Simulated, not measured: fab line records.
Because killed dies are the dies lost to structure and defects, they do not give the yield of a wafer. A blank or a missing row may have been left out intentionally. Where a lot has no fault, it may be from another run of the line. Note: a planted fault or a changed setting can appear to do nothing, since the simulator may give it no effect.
fab line records | flow nandHarc | part 2 of 2: steps 4 to 6 of 6
[record] lots = 22 wafers = 66 lastDay = 34
route steps=1302 shown A_STAIRCASE@808
lots untouched by any fault: they come from a run of this same line in which no faults occurred
startH: hours from the record's first day to the start of the lot's first wafer shown | waitH: hours from the lot's prior step to this one | " same as the row above | L1.1+2: several wafers, shown together as one row | - value missing, or start not given | * or withheld: withheld | < > ~ a bound
route shown NAME@n: names a module that has steps shown in the file, with the first one's number in the route | usual: mean and standard deviation over wafers with no fault | same: alike in all rows | chamber/n: place in a boat | sites: per-site readings | _std_site: the values' standard deviation | _edge_site: outer sites' mean less inner sites' | radiusMm: for every site, how far away it sits from the centre of the wafer | mask NAME#n: copy n | behind: the last tool/chamber to shape the wafer | hold: reason for holding the lot/hours on hold/outcome of the hold | device: whichever transistor did not switch (one of n, p or np) | end of line: the same wafers' tests at the end of the route | a step given without rows: its recipe and nothing more | killed: count of dies lost to structure and defects at first sort (not the wafer's yield) | map: per-die view of a wafer (x killed, . not killed, _ where there is no die)
set.NAME: the run value of the setting; set.NAME@STEP: its run value at that earlier step | model.NAME: the simulator's own value behind a step, which no gauge read
a sample of lots followed through the steps of the route, with each step as a table and each wafer as a row
services: a tool's chamber out of use, with start hour (startH, from the record's first day; less than 0 if before it), hours out, and reason
[[steps]]
[step NHARC_A_STAIRCASE_STRIP_476]
[recipe] timeS = 20 o2FlowSccm = 500 arFlowSccm = 0 biasW = 0 chemistry = O2
[usual] drypumpMotorCurrentA = 5.8/0.5 oesProductAu = 1.002/0.0067 rfVppV = 57.7/0.96 showerheadPlenumPTorr = 3.50/0.17 throttleValvePct = 17.037/0.0086
// columns lot.wafer tool chamber startH waitH drypumpMotorCurrentA oesProductAu rfHoursCounterH rfVppV showerheadPlenumPTorr throttleValvePct
L074.4 rieDiel-06 3 395.39 0.1 5.7 1.002 25 58.0 3.34 17.032
L074.5 " 0 " " 5.2 1.006 - 58.2 3.35 17.043
L074.6 " 1 " " 6.3 1.001 - 57.6 3.38 17.034
L076.2 rieDiel-01 3 404.34 0.1 5.9 1.002 6 56.2 3.35 17.036
L076.4 " 0 " " 5.4 0.994 8 56.5 3.47 17.046
L076.5 " 3 " " 5.9 1.001 - 58.2 3.35 17.049
L075.3 rieDiel-06 3 405.58 0.1 5.7 1.008 28 58.3 3.34 17.048
L075.2 " 1 " " 6.3 0.991 34 58.1 3.38 17.033
L075.5 " 0 " " 5.3 1.009 - 57.5 3.35 17.046
L077.1 rieDiel-06 1 424.27 0.1 6.3 1.001 39 57.2 3.38 17.043
L077.3 " 2 " " 6.2 0.997 38 58.5 3.72 17.044
L077.2 " 3 " " 5.7 0.996 33 57.8 3.34 17.037
L078.3 rieDiel-06 2 424.69 0.1 6.1 0.992 38 58.5 3.72 17.034
L078.1 " 3 " " 5.7 1.002 33 56.8 3.34 17.027
L078.4 " 2 " " 6.1 1.001 - 58.4 3.72 17.019
L080.1 rieDiel-06 0 431.93 0.1 5.2 0.993 36 57.4 3.34 17.044
L080.3 " 2 " " 6.2 1.002 39 59.2 3.72 17.045
L080.5 " 0 " " 5.3 0.999 - 56.5 3.34 17.036
L079.4 rieDiel-06 1 433.59 0.1 6.3 0.995 40 58.5 3.38 17.020
L079.1 " 3 " " 5.6 1.000 35 56.5 3.34 17.041
L079.2 " 0 " " 5.2 0.998 36 56.8 3.34 17.025
L082.1 rieDiel-01 0 458.70 0.1 5.4 1.004 27 57.3 3.46 17.034
L082.3 " 2 " " 5.7 1.011 23 58.4 3.76 17.031
L082.6 " 0 " " 5.4 1.002 - 57.9 3.46 17.033
L081.3 rieDiel-01 2 464.18 0.1 5.7 1.012 25 58.5 3.76 17.029
L081.4 " 3 " " 5.9 1.011 26 58.0 3.34 17.025
L081.1 " 0 " " 5.4 1.004 29 57.2 3.45 17.032
L083.4 rieDiel-06 1 475.04 3.0 6.3 0.999 57 56.9 3.37 17.043
L083.1 " 2 " " 6.1 1.003 55 57.4 3.71 17.041
L083.6 " 2 " " 6.1 0.998 - 58.1 3.71 17.038
L085.1 rieDiel-09 3 487.68 0.1 6.5 0.999 45 57.4 3.53 17.033
L085.2 " 1 " " 4.7 1.000 53 57.9 3.55 17.040
L085.3 " 2 " " 6.1 1.006 47 58.0 3.78 17.031
L084.2 rieDiel-09 0 490.21 0.1 6.0 0.993 50 56.4 3.31 17.036
L084.6 " 0 " " 6.0 1.000 - 54.7 3.31 17.029
L084.5 " 1 " " 4.7 0.994 - 57.2 3.55 17.036
L086.4 rieDiel-09 0 509.54 0.1 6.0 0.991 0 56.4 3.31 17.048
L086.3 " 2 " " 6.1 1.004 0 56.9 3.78 17.033
L086.6 " 1 " " 4.7 1.012 - 57.8 3.55 17.043
L087.2 rieDiel-09 1 519.79 0.1 4.7 1.004 3 58.6 3.54 17.030
L087.5 " 2 " " 6.2 1.003 - 59.0 3.78 17.041
L087.6 " 3 " " 6.5 1.009 - 58.7 3.53 17.013
L088.4 rieDiel-09 2 533.42 0.7 6.2 1.006 6 60.9 3.78 17.039
L088.2 " 3 " " 6.5 1.012 6 58.6 3.53 17.042
L088.5 " 2 " " 6.1 1.001 - 57.4 3.78 17.051
L089.2 rieDiel-01 1 536.44 0.1 5.5 1.011 50 56.8 3.50 17.045
L089.4 " 0 " " 5.4 1.005 57 56.2 3.44 17.031
L089.5 " 1 " " 5.4 1.011 - 59.0 3.50 17.034
L092.4 rieDiel-09 3 565.79 0.1 6.5 1.009 19 58.2 3.52 17.038
L092.2 " 2 " " 6.2 1.004 18 59.8 3.77 17.035
L092.6 " 3 " " 6.5 1.009 - 56.5 3.52 17.040
L091.3 rieDiel-06 0 567.34 0.1 5.2 1.000 19 58.0 3.32 17.042
L091.4 " 1 " " 6.3 1.001 26 56.9 3.35 17.040
L091.6 " 0 " " 5.2 1.005 - 57.4 3.32 17.032
L093.2 rieDiel-06 1 574.45 0.1 6.3 0.990 30 57.2 3.35 17.020
L093.5 " 1 " " 6.3 0.993 - 59.3 3.35 17.030
L093.6 " 2 " " 6.1 1.002 - 58.6 3.69 17.035
L095.4 rieDiel-09 1 598.07 0.1 4.7 1.000 32 56.6 3.53 17.047
L095.2 " 3 " " 6.4 0.999 30 56.9 3.52 17.036
L095.6 " 1 " " 4.7 1.005 - 57.5 3.53 17.050
L097.2 rieDiel-01 2 625.07 0.1 5.7 1.001 18 58.6 3.74 17.051
L097.4 " 3 " " 5.9 1.007 13 57.1 3.32 17.037
L097.6 " 1 " " 5.5 0.998 - 57.2 3.49 17.042
L096.2 rieDiel-09 2 634.22 0.1 6.2 1.003 44 58.6 3.75 17.030
L096.3 " 0 " " 6.1 1.012 40 59.1 3.29 17.038
L096.1 " 1 " " 4.7 1.012 44 56.3 3.52 17.044
[step NHARC_A_STAIRCASE_DEP_417]
[recipe] targetThkA = 600 stepCoveragePct = 20 tempC = 400 targetThkNm = 60 flowSccm = 200 rfW = 450 material = Si3N4
[usual] heaterPowerW = 737/100 showerheadVppV = 1304/40
// columns lot.wafer tool chamber startH waitH heaterPowerW showerheadVppV
L074.6 pecvd-04 2 395.61 - 843 1241
L074.5 " 0 " " 666 1334
L074.4 " 1 " " 668 1316
L076.2 pecvd-02 0 404.43 - 613 1258
L076.4 " 0 " " 615 1278
L076.5 " 0 " " 610 1303
L075.3 pecvd-04 2 405.68 - 969 1229
L075.2 " 0 " " 630 1332
L075.5 " 1 " " 711 1306
L077.2 pecvd-02 2 424.37 - 667 1355
L077.1 " 0 " " 630 1284
L077.3 " 1 " " 559 1286
L078.1 pecvd-02 0 424.83 - 579 1301
L078.3 " 1 " " 661 1264
L078.4 " 2 " " 743 1350
L080.1 pecvd-04 1 432.02 - 670 1330
L080.3 " 2 " " 857 1232
L080.5 " 1 " " 670 1343
L079.2 pecvd-04 1 433.72 - 692 1337
L079.1 " 2 " " 866 1237
L079.4 " 2 " " 882 1200
L082.1 pecvd-03 0 459.01 - 671 1303
L082.3 " 2 " " 841 1338
L082.6 " 0 " " 679 1324
L081.3 pecvd-03 1 464.31 - 813 1275
L081.1 " 2 " " 765 1336
L081.4 " 2 " " 752 1337
L083.1 pecvd-02 0 475.22 - 680 1297
L083.6 " 2 " " 754 1318
L083.4 " 0 " " 696 1308
L085.3 pecvd-03 0 487.77 - 751 1319
L085.2 " 1 " " 805 1297
L085.1 " 2 " " 851 1351
L084.2 pecvd-02 0 490.35 - 671 1269
L084.5 " 2 " " 742 1346
L084.6 " 1 " " 631 1266
L086.3 pecvd-04 0 509.68 - 677 1355
L086.6 " 2 " " 967 1243
L086.4 " 1 " " 665 1314
L087.2 pecvd-02 0 519.87 - 690 1293
L087.5 " 1 " " 575 1250
L087.6 " 2 " " 734 1333
L088.2 pecvd-04 1 533.60 - 706 1320
L088.4 " 2 " " 1017 1236
L088.5 " 1 " " 741 1326
L089.2 pecvd-02 0 536.60 - 669 1283
L089.4 " 1 " " 577 1286
L089.5 " 2 " " 775 1363
L092.2 pecvd-03 2 565.90 - 876 1343
L092.4 " 2 " " 866 1373
L092.6 " 1 " " 735 1273
L091.3 pecvd-03 2 567.43 - 784 1338
L091.4 " 0 " " 766 1305
L091.6 " 1 " " 721 1296
L093.2 pecvd-02 1 574.55 - 596 1282
L093.5 " 1 " " 591 1285
L093.6 " 2 " " 711 1345
L095.2 pecvd-03 2 598.25 - 801 1361
L095.6 " 0 " " 759 1336
L095.4 " 1 " " 763 1288
L097.2 pecvd-04 0 625.16 - 703 1330
L097.4 " 0 " " 714 1347
L097.6 " 1 " " 654 1356
L096.2 pecvd-03 1 634.32 - 760 1286
L096.3 " 2 " " 718 1337
L096.1 " 0 " " 769 1337
[step NHARC_A_STAIRCASE_STRIP_446]
[recipe] powerW = 1500 tempC = 250 chemistry = O2
[usual] drypumpMotorCurrentA = 5.8/0.64 heaterPowerW = 340/41
// columns lot.wafer tool chamber startH waitH drypumpMotorCurrentA heaterPowerW rfHoursCounterH
L074.4 plasmaAsher-02 1 435.44 0.1 5.9 292 -
L074.6 " 1 " " 5.9 287 -
L074.5 " 0 " " 6.2 401 -
L076.2 plasmaAsher-02 0 445.70 0.0 6.2 401 2
L076.4 " 1 " " 5.9 287 -
L076.5 " 0 " " 6.2 415 -
L075.2 plasmaAsher-01 0 446.53 0.0 4.9 324 22
L075.3 " 1 " " 6.5 350 -
L075.5 " 1 " " 6.5 353 -
L077.1 plasmaAsher-02 1 473.43 0.0 5.9 281 7
L077.2 " 0 " " 6.2 409 7
L077.3 " 1 " " 5.8 288 -
L079.2 plasmaAsher-01 1 473.60 0.0 6.5 359 26
L079.1 " 0 " " 4.9 321 26
L079.4 " 0 " " 4.9 317 -
L078.1 plasmaAsher-02 0 473.72 0.0 6.2 401 8
L078.4 " 0 " " 6.2 409 -
L078.3 " 1 " " 5.9 288 -
L080.1 plasmaAsher-01 1 476.49 0.0 6.5 361 27
L080.3 " 1 " " 6.5 354 -
L080.5 " 1 " " 6.5 355 -
L081.1 plasmaAsher-02 1 505.65 0.0 5.9 282 14
L081.3 " 1 " " 5.9 284 -
L081.4 " 0 " " 6.2 412 -
L082.1 plasmaAsher-01 1 506.37 0.0 6.5 352 33
L082.3 " 0 " " 4.9 324 -
L082.6 " 0 " " 4.9 325 -
L083.1 plasmaAsher-02 0 521.02 0.2 6.2 417 18
L083.4 " 0 " " 6.2 409 -
L083.6 " 1 " " 5.8 287 -
L085.1 plasmaAsher-01 1 534.45 0.0 6.5 366 1
L085.2 " 0 " " 4.9 312 1
L085.3 " 1 " " 6.5 354 -
L084.2 plasmaAsher-02 1 534.51 0.1 5.9 282 21
L084.6 " 0 " " 6.2 411 -
L084.5 " 1 " " 5.9 281 -
L086.4 plasmaAsher-01 0 551.07 0.1 4.9 315 -
L086.3 " 1 " " 6.5 350 -
L086.6 " 0 " " 4.9 317 -
L087.2 plasmaAsher-02 0 563.45 0.0 6.2 423 27
L087.6 " 0 " " 6.2 400 -
L087.5 " 1 " " 5.9 283 -
L088.2 plasmaAsher-01 0 572.16 0.0 4.9 321 8
L088.4 " 1 " " 6.5 345 -
L088.5 " 0 " " 5.0 321 -
L089.2 plasmaAsher-01 0 572.44 0.1 4.9 322 9
L089.4 " 1 " " 6.5 354 -
L089.5 " 0 " " 4.9 321 -
L091.4 plasmaAsher-02 1 613.00 0.1 5.9 288 -
L091.3 " 0 " " 6.2 408 -
L091.6 " 0 " " 6.2 413 -
L092.2 plasmaAsher-01 0 613.11 0.1 5.0 314 18
L092.4 " 0 " " 4.9 309 -
L092.6 " 1 " " 6.5 356 -
L093.2 plasmaAsher-01 0 614.23 0.0 4.9 321 18
L093.5 " 0 " " 5.0 313 -
L093.6 " 1 " " 6.5 354 -
L095.2 plasmaAsher-01 1 645.38 0.0 6.5 348 24
L095.4 " 0 " " 4.9 315 -
L095.6 " 0 " " 4.9 317 -
L097.2 plasmaAsher-01 1 666.25 0.2 6.5 346 28
L097.4 " 1 " " 6.5 356 -
L097.6 " 0 " " 4.9 314 -
L096.2 plasmaAsher-01 0 682.40 0.0 4.9 319 31
L096.1 " 1 " " 6.5 353 31
L096.3 " 0 " " 4.9 315 -
[[services]]
// columns tool chamber startH hours kind
rieDiel-09 2 364.38 10.6 repair
pecvd-02 0 367.33 13.6 repair
rieDiel-01 0 374.13 15.2 repair
rieDiel-01 - 384.07 9.0 pm
rieDiel-09 3 384.61 4.6 repair
pecvd-02 1 404.23 7.1 repair
rieDiel-06 0 420.24 6.2 repair
rieDiel-09 0 421.94 3.4 repair
plasmaAsher-02 - 426.04 9.0 pm
rieDiel-01 1 440.03 2.8 repair
plasmaAsher-01 - 459.23 1.2 repair
rieDiel-01 3 476.54 5.0 repair
rieDiel-01 2 484.32 20.3 repair
rieDiel-06 - 485.02 9.0 pm
rieDiel-09 - 499.71 9.0 pm
plasmaAsher-01 - 519.00 9.0 pm
rieDiel-06 0 545.26 7.5 repair
rieDiel-01 - 561.14 9.0 pm
plasmaAsher-01 - 578.13 0.7 repair
plasmaAsher-02 - 603.04 9.0 pm
rieDiel-01 3 618.65 3.9 repair
rieDiel-06 - 662.02 9.0 pm
rieDiel-09 - 676.71 9.0 pm
rieDiel-01 - 682.16 0.1 repair
